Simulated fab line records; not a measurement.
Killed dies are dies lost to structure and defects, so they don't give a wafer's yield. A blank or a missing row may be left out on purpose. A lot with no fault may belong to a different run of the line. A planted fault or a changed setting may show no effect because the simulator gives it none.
Problem report, 8D (eight disciplines) form, completed by code :: flow n5Finfet :: the parts of the form that need people (team, actions taken, sign-off) are left out

1. WHAT WENT WRONG
At N5_BEOL_M12_CMP_49, barrierFieldEndpointS averages 37.5 s over 2 wafers from 2 lots, while fault-free wafers read 30.1 s, standard deviation 0.73. Relative to the usual mean, that is a shift of +10 standard deviations.
The step: polishes, stops on SiOC, t overpolish 20.6 s, target thk 320 nm.
Earliest sighting: wafer L494.3 on cmp-01 at day 14 07:36. At this step, 30 wafers from 11 lots have a number in the record. The rule behind "out" and "out of limits": a value lying over 4 standard deviations away from the usual mean. The other wafers with a number count as sound.

2. WHAT THIS IS AND IS NOT
question: which readings at this step
is: barrierFieldEndpointS
is not: motorCurrentA, slurryFilterDpKPa

question: which lots
is: L494, L496
is not: L482, L483, L484, L485, L486, L487, L499, L500, L503

question: which wafers of those lots
is: L494.3, L496.3
is not: L494.6, L496.2

question: read on which tools
is: cmp-01
is not: cmp-03, cmp-04

question: when
is: from day 14 07:36
is not: up to then (18 sound wafers); but 10 sound wafers of L496, L499, L500, L503 came after

3. WHAT RULES OUT EACH SUSPECT
Counting: a tool at a process step up to the reading stays a suspect if it ran every lot that is out. Sound lots after the first of them don't rule it out here, since some wafers of a struck lot are sound.
- pvdSputter-01 at N5_BEOL_M12_SPUTTER_44 (material Ta, target thk 10 nm, time 16.13 s): kept. It processed each lot that is out (first: L494, day 14 06:55); up to then, its last sound lot is L486 (day 12 20:41).
- cmp-01 at N5_BEOL_M12_CMP_49 (polishes, stops on SiOC, t overpolish 20.6 s, target thk 320 nm): kept. It processed each lot that is out (first: L494, day 14 07:36); up to then, its last sound lot is L484 (day 11 19:50). On those wafers its own readings are out: barrierFieldEndpointS.
What counting leaves: pvdSputter-01 at N5_BEOL_M12_SPUTTER_44 and cmp-01 at N5_BEOL_M12_CMP_49.

4. THE CAUSE (what the simulator had put in)
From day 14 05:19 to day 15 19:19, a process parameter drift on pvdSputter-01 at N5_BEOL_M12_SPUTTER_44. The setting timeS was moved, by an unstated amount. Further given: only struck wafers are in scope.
Counting left 2 suspects, and this tool is among them.

5. THE EFFECT CHAIN, in route order
Each row: a reading where the mean over the struck wafers with a number is more than 3 standard deviations away from the usual. Readings are gone through only where the record gives a usual standard deviation; hours: the median, over the lots, of the time from a lot's start at the first step in this table giving one to that lot's start at this step; sigmas: the change measured in usual standard deviations.
hours: 0
step: N5_BEOL_M12_CMP_49
reading: barrierFieldEndpointS
usual: 30.1 s
on struck wafers: 37.5
change: +7.4
sigmas: +10
Process steps it contains:
- N5_BEOL_M12_CMP_49: polishes, stops on SiOC, t overpolish 20.6 s, target thk 320 nm.
Later steps that measure or inspect, where all struck wafers having a row at the step show a number for every such reading and not one has moved that far: N5_BEOL_M13_THK_MEAS_01.

6. HOW IT WOULD HAVE BEEN CAUGHT EARLIER
In this record no reading fell out of limits until day 14 07:36, 2 hours after the fault had begun at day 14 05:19.
Tool readings at N5_BEOL_M12_SPUTTER_44 with a usual standard deviation given in the record: none out on any struck wafer, hence no alarm at a limit of 4 standard deviations on them.
Among the 2 lots that are out, L496 began N5_BEOL_M12_SPUTTER_44 on pvdSputter-01 after day 14 07:36. A hold on the tool at that time would have spared it.
